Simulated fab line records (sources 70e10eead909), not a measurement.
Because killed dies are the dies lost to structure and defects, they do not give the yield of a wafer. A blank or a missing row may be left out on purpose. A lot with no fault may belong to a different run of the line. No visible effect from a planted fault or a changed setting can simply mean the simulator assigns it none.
A lot that was struck, set against a sound lot || flow nand-harc || 17 out of 1302 route steps
Sound: the wafers L495.3, L495.5, L495.6. Wafers L497.3, L497.4, L497.6 were the ones struck. Last of all comes the cause.
For every step that has rows: the tool of each side, followed by ch and its chambers, followed by its first start. Under that, the readings that differ: sound wafers || struck wafers || difference of the means || sigmas: that difference in standard deviations of wafers without a fault.
alike: same words and numbers on both sides, and readings whose means sit less than 2 such deviations apart. not compared: any withheld reading, any reading some wafer has no value for, any bound like >300 that may hide the same value, and any number with overlapping values for which the record gives no deviation.
The two part at a step that has a row with sigmas, a row that says differs or no value, or rows on one side only. Numbers that have no deviation but don't overlap get no sigmas and don't part them. Lack of a reading on every wafer of one side parts them only where that side has two or more wafers.

NHARC_P_GATE_CD_MEAS_46 targets a cd of 720 nm.
  sound on cd-sem-02 ch 0, day 6 04:33; struck on cd-sem-01 ch 0, day 6 18:06
  alike: cd-nm
then, 1 step without rows for these wafers: NHARC_P_GATE_HARDBAKE_47 (time 80 s).
NHARC_P_GATE_DESCUM_48: chemistry O2, time 3 s.
  sound on rie-diel-05 ch 0,3, day 6 04:43; struck on rie-diel-07 ch 0,1, day 6 18:16
  alike: drypump-motor-current-A, o2-flow-sccm, oes-product-au, rf-vpp-V, showerhead-plenum-p-Torr, throttle-valve-pct
  not compared: rf-hours-counter-h
then, 1 step without rows for these wafers: NHARC_P_GATE_IMPLANT_49.
NHARC_P_GATE_STRIP_111: strips in N2/H2, time 250 s.
  sound on plasma-asher-02 ch 0,1, day 6 05:10; struck on plasma-asher-02 ch 0,1, day 6 18:44
  alike: drypump-motor-current-A, heater-power-w, temp-c
  not compared: rf-hours-counter-h
NHARC_P_GATE_STRIP_75: strips in O2.
  sound on plasma-asher-02 ch 0,1, day 6 05:24; struck on plasma-asher-02 ch 0,1, day 6 18:58
  alike: drypump-motor-current-A, heater-power-w, temp-c
  not compared: rf-hours-counter-h
then, 6 steps without rows for these wafers: NHARC_P_GATE_STRIP_50 (strips in SPM, time 900 s); NHARC_P_GATE_DEHYDRATE_51 (time 120 s); NHARC_P_GATE_HMDS_52 (time 30 s); NHARC_P_GATE_COAT_53; NHARC_P_GATE_SOFTBAKE_54 (time 95 s); NHARC_P_GATE_EBR_55.
NHARC_P_GATE_EXPOSE_56: exposes mask P PSD, target cd 720 nm.
  sound on krf-scanner-02 ch 0, day 6 06:09; struck on krf-scanner-02 ch 0, day 6 19:36
{"reading": "mask", "sound": "P_PSD#0 P_PSD#0 P_PSD#0", "struck": "P_PSD_R1#0 P_PSD_R1#0 P_PSD_R1#0", "difference": "differs", "sigmas": ""}
then, 2 steps without rows for these wafers: NHARC_P_GATE_PEB_57 (peb time 85 s); NHARC_P_GATE_DEVELOP_58 (time 70 s).
NHARC_P_GATE_CD_MEAS_59 targets a cd of 720 nm.
  sound on cd-sem-01 ch 0, day 6 06:18; struck on cd-sem-02 ch 0, day 6 19:45
{"reading": "cd-nm (nm)", "sound": "723.1 720.6 723.3", "struck": "715.7 715.5 715.2", "difference": -6.9, "sigmas": -5}
then, 1 step without rows for these wafers: NHARC_P_GATE_HARDBAKE_60 (time 80 s).

## WHERE THEY PART
At NHARC_P_GATE_EXPOSE_56 first; at NHARC_P_GATE_CD_MEAS_59 last (within this record only).

WHY: what had been put in by the simulator
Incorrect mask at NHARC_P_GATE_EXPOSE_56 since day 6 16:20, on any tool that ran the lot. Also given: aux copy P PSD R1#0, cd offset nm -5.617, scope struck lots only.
